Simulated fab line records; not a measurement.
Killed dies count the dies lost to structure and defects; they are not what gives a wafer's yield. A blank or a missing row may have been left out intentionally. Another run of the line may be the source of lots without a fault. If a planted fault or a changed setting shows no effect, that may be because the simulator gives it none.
fab line records ; flow n5_finfet
record lots=4; wafers=12; last_day=18
route steps=1938 shown BEOL_M5@1129
lots that met no fault: taken from a fault-free run of the same line
start_h: hours from the record's opening day to when the first of the lot's shown wafers began ; wait_h: time in hours since the lot's previous step ; " repeats the value in the row above ; L1.1+2: several wafers, shown together as one row ; - no value, or no start was given ; * or withheld: withheld ; < > ~ a bound
route shown NAME@n: a module of which the file shows steps, and the number in the route of the first ; usual: the fault-free wafers' mean and standard deviation ; same: alike in all rows ; chamber/n: place in a boat ; sites: per-site readings ; _std_site: the standard deviation of these ; _edge_site: mean of outer sites minus mean of inner sites ; radius_mm: for every site, how far away it sits from the centre of the wafer ; mask NAME#n: copy n ; behind: tool/chamber where the wafer was last shaped ; hold: reason for holding the lot/hours on hold/outcome of the hold ; device: names the non-switching transistor (n, p or np) ; end of line: the same wafers' tests at the end of the route ; a step without rows: its recipe alone ; killed: not the wafer's yield, but the dies lost to structure and defects at the first sort ; map: shows each die of a wafer: x if killed, . if not, _ if none is there
set.NAME: the setting as run; set.NAME@STEP: as run at that earlier step ; model.NAME: the simulator's own value behind a step, which no gauge read
lots at selected steps of the route; one table per step, one row per wafer
services: from which hour (start_h, from the record's first day; less than 0 if before it) a tool's chamber was out of use, for how many hours, and why
## steps
# step N5_BEOL_M5_DESCUM_16
# recipe chemistry=O2; time_s=7; source_power_w=50; bias_power_w=20; pressure_mtorr=20; rf_frequency_hz=2.712e+07; temp_c=40; resist=CAR-EUV; o2_flow_sccm=225
# step N5_BEOL_M5_ETCH_72
# recipe chemistry=N2/H2; target=underlayer; target_depth_a=65; mask_material=CAR-EUV; time_s=5.2; ion_energy_ev=200; pressure_mtorr=30; source_w=840; bias_w=150; n2_flow_sccm=200; h2_flow_sccm=200; ends=cleared
# step N5_BEOL_M5_ETCH_61
# recipe chemistry=CF4; target=SiARC; target_depth_a=156; mask_material=CAR-EUV; time_s=26; ion_energy_ev=80; pressure_mtorr=40; source_w=545; bias_w=36; Ar_flow_sccm=100; cf4_flow_sccm=100; ends=cleared
# step N5_BEOL_M5_ETCH_62
# recipe chemistry=N2/H2; target=SOC; target_depth_a=750; overetch_a=150; mask_material=SiARC; temp_c=40; time_s=112.5; ion_energy_ev=200; pressure_mtorr=30; source_w=840; bias_w=150; n2_flow_sccm=200; h2_flow_sccm=200
# step N5_BEOL_M5_STRIP_63
# recipe chemistry=N2/H2; temp_c=40; n2_flow_sccm=200; h2_flow_sccm=200; rf_frequency_hz=6e+07
# step N5_BEOL_M5_STRIP_73
# recipe chemistry=N2/H2; temp_c=40; n2_flow_sccm=200; h2_flow_sccm=200; rf_frequency_hz=6e+07
# step N5_BEOL_M5_STRIP_64
# recipe chemistry=CF4; resist=SiARC; power_w=300; bias_power_w=75; pressure_mtorr=50; cf4_flow_sccm=150; rf_frequency_hz=6e+07
# step N5_BEOL_M5_HM_OPEN_17
# recipe chemistry=Cl2/BCl3; target_depth_a=200; overetch_a=60; target=TiN; mask_material=SOC; ion_energy_ev=150; pressure_mtorr=10; icp_w=1000; bias_w=126; Cl2_flow_sccm=53.25; bcl3_flow_sccm=21.75; Ar_flow_sccm=25
# step N5_BEOL_M5_STRIP_19
# recipe chemistry=O2; power_w=400; temp_c=40; pressure_mtorr=30; rf_frequency_hz=6e+07; bias_power_w=0; overash_fraction=0.2; o2_flow_sccm=225
# step N5_BEOL_M5_COAT_65
# recipe resist=SOC; temp_c=250; time_s=60; spin_rpm=1500; resist_thk_nm=60
# step N5_BEOL_M5_COAT_66
# recipe resist=SiARC; temp_c=220; time_s=60; spin_rpm=1500; resist_thk_nm=12
# usual resist_line_temp_C=22.99/0.1; spin_speed_rpm=1500.1/1
lot.wafer;tool;chamber;start_h;wait_h;resist_line_temp_C;spin_speed_rpm;model.SiARC_of_BEOL_M5_COAT_66.thk_nm
L426.2;litho_track-01;0;215.44;-;23.06;1500.1;12
L426.3;litho_track-01;0;215.44;-;22.88;1499.8;12
L426.6;litho_track-01;0;215.44;-;22.97;1500.4;12
L432.1;litho_track-01;0;253.94;-;23.05;1591.8;11.8
L432.3;litho_track-01;0;253.94;-;22.86;1593.4;11.8
L432.4;litho_track-01;0;253.94;-;22.86;1593.0;11.8
L434.1;litho_track-01;0;260.43;-;23.03;1591.1;11.6
L434.5;litho_track-01;0;260.43;-;22.84;1593.1;11.6
L434.6;litho_track-01;0;260.43;-;23.17;1593.9;11.6
L441.1;litho_track-04;0;315.73;-;22.92;1500.3;12
L441.2;litho_track-04;0;315.73;-;22.98;1500.2;12
L441.3;litho_track-04;0;315.73;-;23.03;1500.7;12
# step N5_BEOL_M5_COAT_74
# recipe resist=underlayer; temp_c=205; time_s=60; spin_rpm=1500; resist_thk_nm=5
# step N5_BEOL_M5_COAT_22
# recipe resist=CAR-EUV; spin_rpm=1500; resist_thk_nm=30
# step N5_BEOL_M5_EBR_24
# recipe solvent=PGMEA; ebr_width_mm=1.5
# step N5_BEOL_M5_SOFTBAKE_23
# recipe temp_c=110; time_s=60; resist=CAR-EUV
# step N5_BEOL_M5_EXPOSE_25
# recipe mask_id=V4; na=0.33; source_shape=quasar; sigma_inner=0.2; sigma_outer=0.6; polarization=unpolarized; defocus_nm=10; dose_mj=52.75
# step N5_BEOL_M5_PEB_26
# recipe peb_temp_c=100; peb_time_s=60; resist=CAR-EUV
# step N5_BEOL_M5_DEVELOP_27
# recipe develop_time_s=30; developer=TMAH; resist=CAR-EUV; rinse_liquid=surfactant_rinse; dry=air_spin; dev_temp_c=23
# step N5_BEOL_M5_DESCUM_33
# recipe chemistry=O2; time_s=7; source_power_w=50; bias_power_w=20; pressure_mtorr=20; rf_frequency_hz=2.712e+07; temp_c=40; resist=CAR-EUV; o2_flow_sccm=225
# step N5_BEOL_M5_ETCH_75
# recipe chemistry=N2/H2; target=underlayer; target_depth_a=65; mask_material=CAR-EUV; time_s=5.2; ion_energy_ev=200; pressure_mtorr=30; source_w=840; bias_w=150; n2_flow_sccm=200; h2_flow_sccm=200; ends=cleared
# step N5_BEOL_M5_ETCH_67
# recipe chemistry=CF4; target=SiARC; target_depth_a=156; mask_material=CAR-EUV; time_s=26; ion_energy_ev=80; pressure_mtorr=40; source_w=545; bias_w=36; Ar_flow_sccm=100; cf4_flow_sccm=100; ends=cleared
# usual chamber_pressure_mTorr=40.00/0.036; drypump_motor_current_A=5.7/0.4; etch_rf_on_time_s=26.0/0.56; mfc_ar_sccm=100.0/0.34; oes_product_au=0.66/0.068; rf_vpp_V=184.2/1.3; showerhead_plenum_p_Torr=2.15/0.077; throttle_valve_pct=15.56/0.26
lot.wafer;tool;chamber;start_h;wait_h;chamber_pressure_mTorr;drypump_motor_current_A;etch_rf_on_time_s;mfc_ar_sccm;oes_product_au;rf_hours_counter_h;rf_vpp_V;showerhead_plenum_p_Torr;throttle_valve_pct;model.etch.depth_nm;model.CAR-EUV_of_BEOL_M5_COAT_22.thk_nm
L426.2;rie_diel-03;2;215.89;0.0;40.04;5.2;26.1;101.5;0.64;175;181.5;2.05;15.30;12.03;11
L426.3;rie_diel-03;3;215.89;0.0;39.99;5.9;25.8;100.3;0.58;248;184.7;2.20;16.04;12.06;11
L426.6;rie_diel-03;0;215.89;0.0;40.01;5.2;26.1;99.7;0.70;-;185.1;2.27;15.25;12.06;11
L432.1;rie_diel-03;1;254.71;0.0;39.98;6.0;26.0;99.5;0.66;105;186.5;2.25;15.25;11.74;11.4
L432.3;rie_diel-03;0;254.71;0.0;40.03;5.3;25.1;100.2;0.70;83;185.0;2.26;15.29;11.72;11.4
L432.4;rie_diel-03;3;254.71;0.0;40.01;5.9;24.6;99.7;0.83;2;182.7;2.19;15.55;11.71;11.4
L434.1;rie_diel-01;0;261.06;0.0;39.96;5.2;25.8;100.2;0.60;199;185.4;2.20;15.71;11.69;11.4
L434.5;rie_diel-01;3;261.06;0.0;39.96;6.3;25.4;100.2;0.73;-;182.6;2.09;15.42;11.69;11.6
L434.6;rie_diel-01;0;261.06;0.0;40.03;5.2;25.7;100.1;0.60;-;185.3;2.20;15.72;11.69;11.4
L441.1;rie_diel-01;1;316.31;0.0;39.97;5.8;25.4;100.0;0.59;233;183.0;2.12;15.62;11.96;11
L441.2;rie_diel-01;0;316.31;0.0;39.90;5.2;26.7;100.6;0.59;220;185.0;2.19;15.75;11.98;11
L441.3;rie_diel-01;3;316.31;0.0;40.06;6.2;26.2;100.3;0.71;89;182.7;2.09;15.46;11.98;11.2
# step N5_BEOL_M5_ETCH_68
# recipe chemistry=N2/H2; target=SOC; target_depth_a=800; overetch_a=160; mask_material=SiARC; temp_c=40; time_s=120; ion_energy_ev=200; pressure_mtorr=30; source_w=840; bias_w=150; n2_flow_sccm=200; h2_flow_sccm=200
# usual chamber_pressure_mTorr=30.001/0.027; drypump_motor_current_A=5.7/0.39; oes_product_au=0.59/0.06; rf_vpp_V=524.2/2.8; showerhead_plenum_p_Torr=2.56/0.098; throttle_valve_pct=17.8/0.33
lot.wafer;tool;chamber;start_h;wait_h;chamber_pressure_mTorr;drypump_motor_current_A;oes_product_au;rf_hours_counter_h;rf_vpp_V;showerhead_plenum_p_Torr;throttle_valve_pct;model.SiARC_of_BEOL_M5_COAT_66.thk_nm
L426.2;rie_diel-03;2;215.92;0.0;29.979;5.2;0.58;175;521.1;2.45;17.5;6.6
L426.3;rie_diel-03;3;215.92;0.0;29.986;5.9;0.52;248;524.6;2.64;18.6;6.4
L426.6;rie_diel-03;0;215.92;0.0;30.023;5.2;0.62;-;528.6;2.69;17.5;6.4
L432.1;rie_diel-03;1;254.73;0.0;30.006;6.0;0.60;105;528.4;2.67;17.4;6.4
L432.3;rie_diel-03;0;254.73;0.0;30.047;5.2;0.62;83;526.6;2.69;17.5;6.2
L432.4;rie_diel-03;3;254.73;0.0;29.980;5.9;0.73;2;523.9;2.63;18.1;6
L434.1;rie_diel-01;0;261.09;0.0;30.014;5.2;0.54;199;526.5;2.63;18.0;6.4
L434.5;rie_diel-01;3;261.09;0.0;29.999;6.2;0.65;-;521.2;2.47;17.5;6
L434.6;rie_diel-01;0;261.09;0.0;30.021;5.2;0.54;-;526.6;2.64;18.0;6.4
L441.1;rie_diel-01;1;316.33;0.0;29.987;5.9;0.54;233;521.5;2.51;17.7;6.2
L441.2;rie_diel-01;0;316.33;0.0;29.971;5.2;0.53;220;525.5;2.63;18.1;6.8
L441.3;rie_diel-01;3;316.33;0.0;29.981;6.2;0.64;89;520.3;2.46;17.5;6.4
# step N5_BEOL_M5_STRIP_69
# recipe chemistry=N2/H2; temp_c=40; n2_flow_sccm=200; h2_flow_sccm=200; rf_frequency_hz=6e+07
## services
tool;chamber;start_h;hours;kind
rie_diel-03;0;195.40;6.6;repair
rie_diel-03;3;218.34;1.6;repair
rie_diel-03;-;218.39;7.2;repair
rie_diel-03;3;231.56;-;clean
rie_diel-03;3;231.56;-;consumable_replace:focus_ring
rie_diel-03;3;231.56;15.0;scheduled_down
rie_diel-03;3;231.56;15.0;vent_cycle
litho_track-01;-;235.54;-;consumable_replace:filter
litho_track-01;-;264.64;-;consumable_replace:filter
rie_diel-01;1;271.31;18.5;repair
rie_diel-01;2;282.41;8.8;repair
rie_diel-01;2;291.30;-;clean
rie_diel-01;2;291.30;-;consumable_replace:focus_ring
rie_diel-01;2;291.30;-;consumable_replace:showerhead
rie_diel-01;2;291.30;21.6;scheduled_down
rie_diel-01;2;291.30;21.6;vent_cycle
## key
first_sign step=N5_BEOL_M5_COAT_66; reading=spin_speed_rpm; direction=up; sigmas=93; usual=*; struck=*
effect none on later readings
model_effect step=N5_BEOL_M5_COAT_66; value=SiARC_of_BEOL_M5_COAT_66.thk_nm; without=12; struck=11.7
model_effect step=N5_BEOL_M5_ETCH_67; value=etch.depth_nm; without=12.06; struck=11.71
model_effect step=N5_BEOL_M5_ETCH_68; value=SiARC_of_BEOL_M5_COAT_66.thk_nm; without=6.633; struck=6.233
met_at N5_BEOL_M5_COAT_66
struck_wafers L432.1,L432.3,L432.4,L434.1,L434.5,L434.6
onset_between 215.44 253.94
fault kind=process_parameter_drift; tool=litho_track-01; chamber=-; onset_h=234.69; steps=N5_BEOL_M5_COAT_66; channel=spin_rpm; offset=*; shape=step; end_h=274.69; acts_in=*; stated=*
